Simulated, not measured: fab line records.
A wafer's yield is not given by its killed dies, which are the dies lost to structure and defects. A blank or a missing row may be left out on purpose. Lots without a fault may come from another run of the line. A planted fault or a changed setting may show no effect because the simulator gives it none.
fab line records	flow n5Finfet
[record] lots = 10	wafers = 30	lastDay = 18
route steps=1938 shown BEOL_M1@761 BEOL_M4@1111 MIM_TOP_LITHO@1850 MIM_BOT_LITHO@1863 PAD_METAL@1896 PASSIVATION@1936
lots that met no fault: from a run of the same line without faults
startH: hours from the record's opening day to when the first of the lot's shown wafers began	waitH: hours since the lot's step before	" as in the row above	L1.1+2: a single row standing in for several wafers	- either no value or no given start	* or withheld: withheld	< > ~ a bound
route shown NAME@n: names a module that has steps shown in the file, with the first one's number in the route	usual: mean/standard deviation taken from wafers without a fault	same: alike in all rows	chamber/n: place in a boat	sites: the reading at each site	_std_site: their standard deviation	_edge_site: the outer-site mean with the inner-site mean subtracted	radiusMm: for every site, how far away it sits from the centre of the wafer	mask NAME#n: copy n	behind: tool/chamber where the wafer was last shaped	hold: why the lot was held/for how many hours/how that ended	device: the n, p or np transistor that did not switch	end of line: tests run on the same wafers once the route is complete	a step given without rows: its recipe and nothing more	killed: not the wafer's yield, but the dies lost to structure and defects at the first sort	map: the dies of a wafer, with x for killed, . for not killed, _ for no die there
set.NAME: setting as actually run; set.NAME@STEP: the setting as run at that earlier step	model.NAME: the simulator's own value behind a step, which no gauge read
the route's steps for a sample of lots (tables are steps, rows are wafers)
services: from which hour (startH, from the record's first day; less than 0 if before it) a tool's chamber was out of use, for how many hours, and why
[[steps]]
[step N5_BEOL_M1_EXPOSE_08]
[recipe] maskId = M1	na = 0.33	sourceShape = dipole	sigmaInner = 0.369	sigmaOuter = 0.767	polarization = unpolarized	doseMj = 33
lot.wafer	tool	chamber	startH	waitH	mask
L814.2+3+6	euvScanner-01	0	127.21	-	M1#0
L815.1+2+3	euvScanner-01	0	128.63	-	M1#0
L817.2+3+4	euvScanner-01	0	133.86	-	M1#0
L816.1+3+4	euvScanner-02	0	137.90	-	M1#0
L818.1+2+5	euvScanner-01	0	148.24	-	M1#0
L827.2+4+5	euvScanner-01	0	192.79	-	M1#0
L828.1+2+4	euvScanner-01	0	204.59	-	M1#0
L829.1+5+6	euvScanner-01	0	212.37	-	M1#0
L833.2+3+4	euvScanner-02	0	235.60	-	M1#0
L837.1+3+5	euvScanner-02	0	270.18	-	M1#0
[step N5_BEOL_M4_RC_MEAS_101]
[usual] DIBL_N = 36.4/1.2	DIBL_P = 36.1/1.6	IOFF_N = 0.156/0.024	IOFF_P = 0.21/0.031	ION_N = 674/11	ION_P = 463/6.9	SS_N = 71.5/0.5	SS_P = 73.2/0.55	VT_N = 250.0/2.9	VT_P = -250/3.6
lot.wafer	tool	chamber	startH	waitH	DIBL_N[mV/V]	DIBL_P[mV/V]	IOFF_N[nA/um]	IOFF_P[nA/um]	ION_N[uA/um]	ION_P[uA/um]	SS_N[mV/dec]	SS_P[mV/dec]	VT_N[mV]	VT_P[mV]
L814.2	prober-02	0	166.60	0.2	37.7	38.4	0.178	0.22	671	462	72.2	73.5	250.2	-250
L814.3	"	0	"	"	35.5	36.8	0.155	0.20	675	464	71.2	72.9	251.4	-251
L814.6	"	0	"	"	36.2	37.6	0.157	0.20	679	464	70.8	72.7	250.2	-252
L815.1	prober-01	0	167.87	0.0	36.0	35.3	0.151	0.23	682	472	71.9	73.1	250.8	-246
L815.2	"	0	"	"	35.7	35.0	0.147	0.22	677	471	72.0	72.9	251.0	-246
L815.3	"	0	"	"	36.9	35.9	0.168	0.24	679	469	71.3	72.6	247.8	-245
L816.1	prober-01	0	173.74	0.0	37.3	38.3	0.181	0.23	680	469	72.1	73.3	247.3	-250
L816.3	"	0	"	"	38.7	39.4	0.208	0.24	684	464	72.1	73.8	244.2	-249
L816.4	"	0	"	"	36.8	37.6	0.167	0.21	674	459	72.4	73.3	247.0	-251
L817.2	prober-02	0	174.43	0.2	35.5	36.6	0.160	0.20	675	456	71.5	73.7	248.2	-252
L817.3	"	0	"	"	35.4	36.2	0.146	0.18	661	450	71.3	73.5	250.2	-257
L817.4	"	0	"	"	37.9	39.3	0.207	0.24	679	463	71.7	75.0	244.5	-249
L818.1	prober-02	0	189.00	0.0	37.3	39.6	0.204	0.26	698	473	72.3	73.9	245.0	-250
L818.2	"	0	"	"	35.2	37.1	0.160	0.22	669	459	71.4	73.7	249.5	-248
L818.5	"	0	"	"	36.6	38.4	0.183	0.24	676	461	71.8	73.5	247.5	-250
L827.2	prober-01	0	242.19	0.2	37.0	35.7	0.143	0.17	665	455	72.0	73.3	250.7	-259
L827.4	"	0	"	"	37.7	36.9	0.156	0.18	684	458	72.1	73.2	249.1	-258
L827.5	"	0	"	"	36.5	35.4	0.135	0.16	667	454	71.4	73.1	252.3	-259
L828.1	prober-02	0	243.90	0.0	36.6	35.0	0.154	0.19	681	463	71.8	73.3	252.5	-252
L828.2	"	0	"	"	35.8	34.9	0.151	0.18	684	460	71.6	73.0	249.4	-254
L828.4	"	0	"	"	34.6	33.3	0.127	0.17	665	452	71.5	73.3	253.1	-257
L829.1	prober-02	0	252.63	0.0	37.7	36.7	0.170	0.20	672	455	71.7	74.1	250.4	-252
L829.5	"	0	"	"	35.5	34.2	0.130	0.16	667	460	70.6	73.1	253.5	-256
L829.6	"	0	"	"	35.6	34.6	0.140	0.17	671	460	71.4	73.3	252.1	-254
L833.2	prober-01	0	276.94	0.2	37.7	36.7	0.175	0.25	679	467	71.8	73.3	247.2	-247
L833.3	"	0	"	"	37.7	37.1	0.186	0.26	688	470	71.7	74.1	247.7	-247
L833.4	"	0	"	"	36.4	34.8	0.149	0.22	661	463	71.0	73.3	250.1	-248
L837.1	prober-01	0	314.74	0.0	35.8	35.8	0.156	0.19	678	464	71.4	73.8	248.1	-253
L837.3	"	0	"	"	35.0	34.4	0.141	0.17	674	452	72.0	73.3	251.6	-255
L837.5	"	0	"	"	35.1	34.8	0.140	0.17	681	464	71.5	72.8	248.5	-254
[step N5_MIM_TOP_LITHO_DESCUM_10]
[recipe] chemistry = O2	timeS = 7.9	sourcePowerW = 50	biasPowerW = 20	pressureMtorr = 20	rfFrequencyHz = 2.712e+07	tempC = 40	o2FlowSccm = 225
[usual] drypumpMotorCurrentA = 6.0/0.35	oesProductAu = 0.82/0.075	rfVppV = 243.1/1.2	showerheadPlenumPTorr = 2.09/0.066	throttleValvePct = 20.21/0.23
lot.wafer	tool	chamber	startH	waitH	drypumpMotorCurrentA	oesProductAu	rfHoursCounterH	rfVppV	showerheadPlenumPTorr	throttleValvePct
L814.2	rieDiel-02	2	255.08	0.0	5.6	0.89	42	243.1	2.13	20.67
L814.3	"	0	"	"	5.5	0.78	135	242.5	2.09	19.99
L814.6	"	3	"	"	5.9	0.77	-	245.4	2.10	20.43
L815.1	rieDiel-02	2	258.81	0.2	5.6	0.88	43	244.1	2.13	20.66
L815.2	"	0	"	"	5.5	0.77	136	242.5	2.09	19.98
L815.3	"	3	"	"	5.9	0.77	122	242.6	2.10	20.44
L816.1	rieDiel-03	0	258.99	0.2	6.3	0.90	24	241.6	2.05	19.92
L816.3	"	1	"	"	5.8	0.69	236	245.2	2.16	20.45
L816.4	"	2	"	"	6.4	0.70	229	242.7	1.98	20.41
L817.2	rieDiel-02	2	259.38	0.0	5.6	0.89	43	244.1	2.13	20.66
L817.3	"	3	"	"	5.8	0.77	122	242.5	2.10	20.43
L817.4	"	3	"	"	5.8	0.78	-	243.2	2.10	20.42
L818.1	rieDiel-02	1	271.02	0.0	4.8	1.00	1	245.2	2.24	20.03
L818.2	"	0	"	"	5.5	0.77	141	242.9	2.09	19.99
L818.5	"	3	"	"	5.9	0.77	-	243.0	2.10	20.43
L827.2	rieDiel-03	3	328.66	0.2	6.3	0.89	34	243.6	2.06	20.44
L827.4	"	1	"	"	5.8	0.97	-	241.9	2.15	20.11
L827.5	"	0	"	"	6.3	0.85	-	241.7	2.04	19.94
L828.1	rieDiel-01	1	340.10	0.2	5.9	0.80	92	242.2	2.01	20.24
L828.2	"	2	"	"	5.6	0.70	237	242.9	2.06	20.15
L828.4	"	0	"	"	6.2	0.85	62	244.1	2.11	19.88
L829.1	rieDiel-01	0	345.15	0.0	6.3	0.84	65	243.7	2.11	19.90
L829.5	"	0	"	"	6.2	0.84	-	242.9	2.11	19.89
L829.6	"	1	"	"	5.9	0.81	-	242.3	2.01	20.23
L833.2	rieDiel-01	1	361.45	0.0	5.9	0.80	100	241.6	2.01	20.23
L833.3	"	3	"	"	6.2	0.78	112	245.0	2.20	20.22
L833.4	"	3	"	"	6.2	0.78	-	243.8	2.20	20.22
L837.1	rieDiel-03	3	410.59	0.4	6.3	0.84	66	243.2	2.04	20.49
L837.3	"	0	"	"	6.3	0.82	80	240.9	2.03	20.00
L837.5	"	0	"	"	6.3	0.83	-	241.9	2.03	20.00
[step N5_MIM_BOT_LITHO_OVL_MEAS_11]
[recipe] pointsPerWafer = 44
[usual] MIM_BOT_OVL = -2/5.6
lot.wafer	tool	chamber	startH	waitH	MIM_BOT_OVL[nm]
L814.2	overlay-02	0	255.97	0.0	-6
L814.3	"	0	"	"	-2
L814.6	"	0	"	"	2
L815.1	overlay-02	0	259.61	0.0	-11
L815.2	"	0	"	"	-4
L815.3	"	0	"	"	-10
L816.1	overlay-02	0	259.82	0.0	5
L816.3	"	0	"	"	-9
L816.4	"	0	"	"	1
L817.2	overlay-01	0	260.06	0.0	-3
L817.3	"	0	"	"	-7
L817.4	"	0	"	"	-10
L818.1	overlay-02	0	271.69	0.0	-8
L818.2	"	0	"	"	-19
L818.5	"	0	"	"	-6
L827.2	overlay-02	0	329.47	0.0	-4
L827.4	"	0	"	"	-1
L827.5	"	0	"	"	0
L828.1	overlay-02	0	341.12	0.0	-8
L828.2	"	0	"	"	-6
L828.4	"	0	"	"	-8
L829.1	overlay-01	0	345.84	0.0	0
L829.5	"	0	"	"	-2
L829.6	"	0	"	"	-6
L833.2	overlay-02	0	362.13	0.0	-11
L833.3	"	0	"	"	-7
L833.4	"	0	"	"	-8
L837.1	overlay-02	0	411.44	0.0	0
L837.3	"	0	"	"	-3
L837.5	"	0	"	"	8
[step N5_PASSIVATION_AL_DEP_21]
[recipe] material = Al	targetThkA = 28000	tempC = 400	timeS = 170	powerW = 30000	chamberPressurePa = 0.4	gas = Ar
[usual] throttleValvePct = 30.9/0.76
lot.wafer	tool	chamber	startH	waitH	throttleValvePct
L814.2	pvdSputter-03	-	258.86	0.1	30.4
L814.3	"	-	"	"	29.5
L814.6	"	-	"	"	31.0
L815.1	pvdSputter-01	-	262.49	0.1	32.2
L815.2	"	-	"	"	31.1
L815.3	"	-	"	"	30.4
L816.1	pvdSputter-01	-	264.05	0.1	30.6
L816.3	"	-	"	"	30.4
L816.4	"	-	"	"	31.6
L817.2	pvdSputter-01	-	264.47	0.1	31.6
L817.3	"	-	"	"	31.4
L817.4	"	-	"	"	30.7
L818.1	pvdSputter-03	-	275.47	0.1	29.4
L818.2	"	-	"	"	31.0
L818.5	"	-	"	"	29.4
L827.2	pvdSputter-02	-	332.07	0.1	31.1
L827.4	"	-	"	"	31.4
L827.5	"	-	"	"	30.1
L828.1	pvdSputter-01	-	345.42	0.1	31.9
L828.2	"	-	"	"	30.4
L828.4	"	-	"	"	30.5
L829.1	pvdSputter-03	-	348.36	0.1	29.5
L829.5	"	-	"	"	29.1
L829.6	"	-	"	"	30.2
L833.2	pvdSputter-02	-	364.44	0.1	31.3
L833.3	"	-	"	"	31.0
L833.4	"	-	"	"	32.1
L837.1	pvdSputter-02	-	416.86	0.1	31.3
L837.3	"	-	"	"	32.2
L837.5	"	-	"	"	31.1
[step N5_PASSIVATION_PROBE_49]
[usual] defectLimitedYield = 91.4/1.5	killed_at_M0_to_M3 = 31/11	killed_at_M4_up = 13/5.5	killedAtContacts = 13/6.3	killedAtFrontEnd = 40/13	killedAtOther = 3.3/2.6	killedDies = 101/18	killedOnRim = 13/4	killedOpen = 67/13	killedShort = 33/7.9	sort_bin_5_function = 5.1/1	sort_bin_6_memory = 3.2/0.68	sortNPass = 1079/18	sortYieldPct = 91.4/1.5
[same] grossDies = 1180	killedAtBackSide = 0	sort_bin_4_leakage[%] = 0	sort_bin_8_speed[%] = 0
lot.wafer	tool	chamber	startH	waitH	defectLimitedYield[%]	killed_at_M0_to_M3	killed_at_M4_up	killedAtContacts	killedAtFrontEnd	killedAtOther	killedDies	killedOnRim	killedOpen	killedShort	sort_bin_5_function[%]	sort_bin_6_memory[%]	sortNPass	sortYieldPct[%]
L827.2	prober-01	-	337.87	0.1	75.7	229	16	11	28	3	287	39	65	30	14.2	9.3	893	75.7
L827.4	prober-01	-	337.97	0.2	88.6	47	18	25	42	2	134	15	86	48	7.2	4.1	1046	88.6
L827.5	prober-01	-	338.02	0.2	76.3	202	18	22	37	1	280	34	71	36	13.0	9.7	900	76.3
L828.1	prober-02	-	351.41	0.0	90.0	48	8	19	42	1	118	19	75	42	5.6	4.2	1062	90.0
L828.2	prober-02	-	351.46	0.1	78.4	194	15	3	41	2	255	45	58	34	12.3	8.0	925	78.4
L828.4	prober-02	-	351.56	0.2	90.6	41	17	21	28	4	111	10	71	39	6.1	3.1	1069	90.6
L829.1	prober-01	-	354.22	0.0	89.7	55	12	12	40	3	122	19	76	46	6.2	3.6	1058	89.7
L829.5	prober-01	-	354.42	0.2	77.6	182	13	16	46	7	264	31	70	35	13.4	7.5	916	77.6
L829.6	prober-01	-	354.47	0.3	78.3	181	23	11	34	7	256	47	74	34	13.0	7.7	924	78.3
// killed by level:class
L827.2 BEOL_M1:areaExpose=192 FIN_SAQP:geometricParticle:open=9 MOL_CONTACT_COAG:geometricParticle:open=9 BEOL_M2:geometricParticle:open=9 FIN_SAQP:geometricParticle:short=7 BEOL_M3:geometricParticle:open=7 BEOL_M4:geometricParticle:open=7 BEOL_M0_SAQP:geometricParticle:open=6
L827.4 MOL_CONTACT_COAG:geometricParticle:open=14 FIN_SAQP:geometricParticle:open=11 MOL_CONTACT_COAG:geometricParticle:short=11 FIN_SAQP:geometricParticle:short=10 BEOL_M2:geometricParticle:open=10 BEOL_M3:geometricParticle:open=9 BEOL_M0_SAQP:geometricParticle:short=8 BEOL_M1:geometricParticle:open=7
L827.5 BEOL_M1:areaExpose=172 MOL_CONTACT_COAG:geometricParticle:open=15 BEOL_M0_SAQP:geometricParticle:open=10 FIN_SAQP:geometricParticle:open=9 BEOL_M4:geometricParticle:open=9 FIN_SAQP:geometricParticle:short=8 MOL_CONTACT_COAG:geometricParticle:short=7 BEOL_M0_SAQP:geometricParticle:short=6
L828.1 MOL_CONTACT_COAG:geometricParticle:open=13 BEOL_M0:geometricParticle:open=13 DUMMY_GATE:geometricParticle:open=9 FIN_SAQP:geometricParticle:open=8 BEOL_M0_SAQP:geometricParticle:short=8 BEOL_M0_SAQP:geometricParticle:open=7 MOL_CONTACT_COAG:geometricParticle:short=6 FIN_SAQP:geometricParticle:short=5
L828.2 BEOL_M1:areaExpose=162 FIN_SAQP:geometricParticle:open=8 FIN_SAQP:geometricParticle:short=6 BEOL_M3:geometricParticle:open=6 BEOL_M6:geometricParticle:open=6 BEOL_M0_SAQP:geometricParticle:short=5 BEOL_M1:geometricParticle:short=5 BEOL_M8:geometricParticle:open=4
L828.4 MOL_CONTACT_COAG:geometricParticle:open=15 BEOL_M0_SAQP:geometricParticle:open=11 BEOL_M0_SAQP:geometricParticle:short=11 FIN_SAQP:geometricParticle:open=7 GATE_CUT:geometricParticle:short=6 MOL_CONTACT_COAG:geometricParticle:short=6 BEOL_M3:geometricParticle:open=5 BEOL_M2:geometricParticle:open=5
L829.1 BEOL_M0_SAQP:geometricParticle:short=18 BEOL_M0_SAQP:geometricParticle:open=16 DUMMY_GATE:geometricParticle:open=9 FIN_SAQP:geometricParticle:short=8 MOL_CONTACT_COAG:geometricParticle:open=8 BEOL_M2:geometricParticle:open=8 BEOL_M3:geometricParticle:open=6 FIN_SAQP:geometricParticle:open=5
L829.5 BEOL_M1:areaExpose=159 STI_FIN_REVEAL:geometricParticle:open=14 MOL_CONTACT_COAG:geometricParticle:open=12 FIN_SAQP:geometricParticle:short=11 BEOL_M3:geometricParticle:open=8 DUMMY_GATE:geometricParticle:open=5 BEOL_M4:geometricParticle:open=5 MOL_CONTACT_COAG:geometricParticle:short=4
L829.6 BEOL_M1:areaExpose=145 FIN_SAQP:geometricParticle:short=12 MOL_CONTACT_COAG:geometricParticle:open=10 BEOL_M2:geometricParticle:open=9 BEOL_M0_SAQP:geometricParticle:open=6 BEOL_M0:geometricParticle:open=6 BEOL_M3:geometricParticle:short=5 BEOL_M4:geometricParticle:open=5
[[services]]
tool	chamber	startH	hours	kind
euvScanner-01	-	104.94	4.6	pm
euvScanner-02	-	109.54	1.0	pm
euvScanner-01	-	110.58	1.0	pm
pvdSputter-02	-	115.51	1.1	repair
euvScanner-01	-	119.82	0.4	repair
rieDiel-01	1	121.69	7.3	repair
euvScanner-01	-	139.87	2.7	repair
euvScanner-02	-	143.60	2.5	repair
rieDiel-02	3	152.96	1.8	repair
euvScanner-02	-	153.10	63.5	repair
rieDiel-03	0	165.62	14.4	repair
rieDiel-01	1	172.82	7.6	repair
rieDiel-02	0	174.77	2.9	repair
euvScanner-01	-	179.60	1.0	pm
euvScanner-01	-	198.33	1.7	repair
euvScanner-01	-	223.25	1.0	pm
euvScanner-01	-	277.55	4.6	pm
euvScanner-01	-	328.49	1.2	repair
euvScanner-01	-	334.01	1.0	pm
rieDiel-02	1	347.22	1.7	repair
euvScanner-01	-	365.88	0.5	repair
euvScanner-01	-	394.66	1.0	pm
rieDiel-02	1	395.77	3.4	repair
euvScanner-01	-	413.46	5.8	pm
[[key]]
[firstSign] step = N5_PASSIVATION_PROBE_49	reading = killed_at_M0_to_M3	direction = up	sigmas = 16	usual = 31	struck = 198
[effect] step = N5_PASSIVATION_PROBE_49	reading = defectLimitedYield	direction = down	sigmas = 9.3	usual = 91.4	struck = 77.3
[moreKillsBornAt] N5_BEOL_M1_EXPOSE_08@euvScanner-01 = 830
metAt N5_BEOL_M1_EXPOSE_08
struckLots L827,L828,L829
struckWafers L827.2,L827.5,L828.2,L829.5,L829.6
notActingAt N5_MIM_TOP_LITHO_DESCUM_10,N5_MIM_BOT_LITHO_OVL_MEAS_11,N5_PASSIVATION_AL_DEP_21
onsetBetween 148.24 192.79
[fault] kind = processParameterDrift	tool = euvScanner-01	chamber = -	onsetH = 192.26	steps = N5_BEOL_M1_EXPOSE_08	channel = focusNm	offset = 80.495	shape = step	endH = 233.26	scope = struckWafersOnly
